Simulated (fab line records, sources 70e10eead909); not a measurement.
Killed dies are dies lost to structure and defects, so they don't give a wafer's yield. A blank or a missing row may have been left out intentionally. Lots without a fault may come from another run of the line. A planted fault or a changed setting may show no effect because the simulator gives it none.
Chamber matching	flow nand harc	NHARC_A_SLIT_DEP_23 on pecvd-02 has 3 sister chambers
The step deposits SiON, target thk 100 nm. 6 wafers are shown with their chamber, then 9 later ones without.

== WAFERS PAIRED WITH THEIR CHAMBERS ==
wafer	chamber	heater power w (W)
L087.1	0	846
L087.4	1	648
L087.6	2	630
L086.3	0	806
L086.4	2	630
L086.5	1	718

== WAFERS WITHOUT THEIR CHAMBER ==
wafer	heater power w (W)
L090.1	768
L090.2	556
L090.4	746
L093.1	654
L093.2	804
L093.4	797
L095.1	756
L095.2	630
L095.4	900

== THE CHAMBER EACH PASSED THROUGH ==
wafer	from the rows above	in truth
L090.1	can't be placed: 0 or 1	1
L090.2	can't be placed: 2 or 1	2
L090.4	can't be placed: 1 or 0 or 2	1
L093.1	can't be placed: 2 or 1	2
L093.2	0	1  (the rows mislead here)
L093.4	0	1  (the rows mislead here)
L095.1	can't be placed: 0 or 1 or 2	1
L095.2	can't be placed: 2 or 1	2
L095.4	0	0
Correctly placed: 1 of 9. Unplaceable from these rows: 6, with the true chamber sitting among the candidates in 6. Placed wrongly: 2.
How it was worked out, from the rows above alone: a wafer's distance from a chamber is the root of the sum, over the readings, of the square of ((its reading less the chamber's mean) divided by the reading's scatter). The wafer belongs to the nearest chamber; if the next one is less than 2 further off, it can't be placed. A chamber's mean is the mean of its shown wafers. How the scatter is found: for the shown wafers, subtract from each reading the mean of its chamber, square and add these, divide the total by (wafers less chambers), then take the root.
